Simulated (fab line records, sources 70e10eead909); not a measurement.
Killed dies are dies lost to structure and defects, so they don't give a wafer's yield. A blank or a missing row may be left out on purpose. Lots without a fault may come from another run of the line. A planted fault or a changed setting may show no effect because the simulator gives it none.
Chamber matching | flow nand_harc | NHARC_A_CONTACT_ETCH_91 on rie_diel-11: 4 sister chambers
The step etches the open film in CH3F/O2, target depth 40 nm, time 85.7 s. 30 wafers are shown with their chamber, then 12 later ones without.

WAFERS WITH THEIR CHAMBER
wafer  | chamber | showerhead_plenum_p_Torr (Torr) | rf_vpp_V (V) | throttle_valve_pct (%)
L074.1 | 2       | 2.55                            | 244.5        | 20.655
L074.2 | 0       | 2.45                            | 243.9        | 20.688
L074.3 | 3       | 2.40                            | 244.2        | 20.678
L077.2 | 3       | 2.40                            | 243.6        | 20.681
L077.4 | 3       | 2.40                            | 242.1        | 20.663
L077.5 | 0       | 2.45                            | 242.6        | 20.648
L076.2 | 3       | 2.40                            | 244.0        | 20.664
L076.4 | 0       | 2.45                            | 243.0        | 20.656
L076.6 | 3       | 2.40                            | 243.0        | 20.659
L078.2 | 2       | 2.55                            | 246.1        | 20.651
L078.4 | 1       | 2.47                            | 244.8        | 20.661
L078.5 | 2       | 2.55                            | 246.0        | 20.643
L080.1 | 3       | 2.40                            | 242.4        | 20.660
L080.5 | 1       | 2.47                            | 243.1        | 20.664
L080.6 | 2       | 2.55                            | 247.5        | 20.661
L081.1 | 2       | 2.55                            | 244.9        | 20.647
L081.3 | 3       | 2.40                            | 242.2        | 20.662
L081.5 | 1       | 2.46                            | 245.2        | 20.658
L083.1 | 1       | 2.46                            | 244.3        | 20.657
L083.4 | 0       | 2.45                            | 243.7        | 20.661
L083.6 | 1       | 2.46                            | 245.1        | 20.663
L084.1 | 1       | 2.46                            | 243.4        | 20.668
L084.2 | 2       | 2.55                            | 245.1        | 20.651
L084.5 | 1       | 2.46                            | 245.7        | 20.646
L086.1 | 1       | 2.46                            | 246.4        | 20.663
L086.2 | 2       | 2.55                            | 245.0        | 20.658
L086.4 | 2       | 2.55                            | 244.9        | 20.652
L085.1 | 3       | 2.39                            | 243.7        | 20.677
L085.3 | 1       | 2.46                            | 243.5        | 20.646
L085.6 | 0       | 2.45                            | 245.9        | 20.670

SIGNATURES (means of the wafers above)
reading                  | chamber 0 | chamber 1 | chamber 2 | chamber 3 | scatter within a chamber
showerhead_plenum_p_Torr | 2.4500    | 2.4622    | 2.5500    | 2.3987    | 0.00306
rf_vpp_V                 | 243.820   | 244.611   | 245.500   | 243.150   | 1.04
throttle_valve_pct       | 20.66460  | 20.65844  | 20.65225  | 20.66800  | 0.00925
Rule: a wafer's distance from a chamber is the root of the sum, over the readings, of the square of ((its reading less the chamber's mean) divided by the reading's scatter). The wafer belongs to the nearest chamber; if the next one is less than 2 further off, it can't be placed. The scatter: the root of (the sum of the squares of (reading less its chamber's mean) over the shown wafers, divided by (wafers less chambers)).

WAFERS WITHOUT THEIR CHAMBER
wafer  | showerhead_plenum_p_Torr (Torr) | rf_vpp_V (V) | throttle_valve_pct (%)
L090.2 | 2.39                            | 242.8        | 20.650
L090.4 | 2.46                            | 245.1        | 20.663
L090.5 | 2.39                            | 243.4        | 20.665
L093.1 | 2.46                            | 244.1        | 20.666
L093.3 | 2.44                            | 244.3        | 20.657
L093.4 | 2.54                            | 246.0        | 20.673
L096.1 | 2.54                            | 246.8        | 20.660
L096.2 | 2.44                            | 242.5        | 20.659
L096.3 | 2.39                            | 243.6        | 20.666
L097.2 | 2.54                            | 245.9        | 20.676
L097.4 | 2.39                            | 243.2        | 20.653
L097.6 | 2.46                            | 244.5        | 20.685

WHICH CHAMBER EACH WENT THROUGH
wafer  | from the rows above     | in truth
L090.2 | 3                       | 3
L090.4 | 1                       | 1
L090.5 | 3                       | 3
L093.1 | 1                       | 1
L093.3 | 0                       | 0
L093.4 | 2                       | 2
L096.1 | 2                       | 2
L096.2 | 0                       | 0
L096.3 | 3                       | 3
L097.2 | 2                       | 2
L097.4 | 3                       | 3
L097.6 | can't be placed: 1 or 0 | 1
Placed correctly: 11 of 12. Can't be placed from these rows: 1 (the true chamber is among the candidates in 1). Placed wrongly: 0.
